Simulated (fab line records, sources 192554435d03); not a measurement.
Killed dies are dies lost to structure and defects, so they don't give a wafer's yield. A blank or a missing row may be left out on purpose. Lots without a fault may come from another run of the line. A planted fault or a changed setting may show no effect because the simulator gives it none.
Problem report in the 8D (eight disciplines) form, filled by code | flow n5_finfet | the parts of the form that need people (team, actions taken, sign-off) are left out

1. THE PROBLEM
raw_defect_count at N5_BEOL_M13_INSPECT_55 reads a mean of 817 on 1 wafer of 1 lot; wafers without a fault read 68 with a standard deviation of 24. That is +31 standard deviations from the usual mean.
The step: inspects for defects (darkfield).
First seen on wafer L317.4, day 16 15:10, on defect_inspect-02. The record holds 31 wafers of 12 lots with a number at this step. Rule for "out", or "out of limits": more than 4 standard deviations from the usual mean. The other wafers with a number count as sound.

2. WHAT IT IS AND WHAT IT IS NOT
question                    | is                | is not
which readings at this step | raw_defect_count  | -
which lots                  | L317              | L299, L300, L302, L303, L304, L305, L307, L308, L310, L315, L320
which wafers of those lots  | L317.4            | L317.2, L317.5
read on which gauges        | defect_inspect-02 | defect_inspect-01
when                        | from day 16 15:10 | up to then (28 sound wafers); but 2 sound wafers of L320 came after

3. SUSPECTS, AND WHAT RULES EACH OUT
Counting: a tool at a process step up to the reading stays a suspect if it ran every lot that is out. Sound lots after the first of them don't rule it out here, since some wafers of a struck lot are sound.
- the gauge at N5_BEOL_M13_INSPECT_55: ruled out. All the wafers that are out were read on defect_inspect-02, but those of them that N5_PASSIVATION_PROBE_49 has rows for are out there too, on other tools.
- pvd_sputter-02 at N5_BEOL_M13_SPUTTER_43 (material TaN, target thk 15 nm, time 24.19 s): kept. It ran the lot that is out, L317 (day 16 13:58); its last sound lot up to then is L315 (day 15 15:32).
- pvd_sputter-02 at N5_BEOL_M13_SPUTTER_45 (material Cu, target thk 80 nm, time 13.33 s): kept. It ran the lot that is out, L317 (day 16 14:08); its last sound lot up to then is L315 (day 15 15:42).
- rtp_anneal-02 at N5_BEOL_M13_ANNEAL_48 (time 90 s): kept. It ran the lot that is out, L317 (day 16 14:28); its last sound lot up to then is L315 (day 15 16:20).
- pecvd-01 at N5_BEOL_M13_DEP_53 (deposits SiCN from 3MS/NH3, target thk 50 nm, time 17.8 s): kept. It ran the lot that is out, L317 (day 16 15:04); its last sound lot up to then is L310 (day 15 02:31).
- Within pecvd-01 at N5_BEOL_M13_DEP_53: the wafers that are out ran in chamber 0; their sound lot-mates ran in chamber 1.
Left after counting: pvd_sputter-02 at N5_BEOL_M13_SPUTTER_43, pvd_sputter-02 at N5_BEOL_M13_SPUTTER_45, rtp_anneal-02 at N5_BEOL_M13_ANNEAL_48, pecvd-01 at N5_BEOL_M13_DEP_53.

4. THE CAUSE (what the simulator had put in)
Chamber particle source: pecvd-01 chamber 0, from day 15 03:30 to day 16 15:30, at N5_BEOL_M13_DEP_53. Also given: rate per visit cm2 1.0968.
Counting left 4 suspects, and this tool is among them.

5. THE CHAIN OF EFFECTS, in route order
Each row: a reading whose mean over the struck wafers that have a number lies more than 3 standard deviations from the usual. Only readings for which the record gives a usual standard deviation are gone through. hours: the time from each lot's start at the first step in this table that gives one to its start at this step, as a median over the lots. sigmas: the change in usual standard deviations.
hours | step                    | reading          | usual | on struck wafers | change | sigmas
0     | N5_BEOL_M13_INSPECT_55  | raw_defect_count | 68    | 817              | +749   | +31
25    | N5_PASSIVATION_PROBE_49 | killed_at_M4_up  | 13    | 64               | +51    | +10
25    | N5_PASSIVATION_PROBE_49 | killed_on_rim    | 13    | 26               | +13    | +3.4
The process steps in it:
- N5_PASSIVATION_PROBE_49

6. WHAT WOULD HAVE CAUGHT IT SOONER
In this record the first reading out of limits at a measuring or inspecting step was taken at day 16 15:10, 36 hours after the fault began at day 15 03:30.
Of the tool readings at N5_BEOL_M13_DEP_53 for which the record gives a usual standard deviation, none was out on any struck wafer, so an alarm limit of 4 standard deviations on them would not have fired.
All the lots that are out (1) had begun N5_BEOL_M13_DEP_53 on pecvd-01 by day 16 15:10. A hold on the tool at that time would have spared none of them.
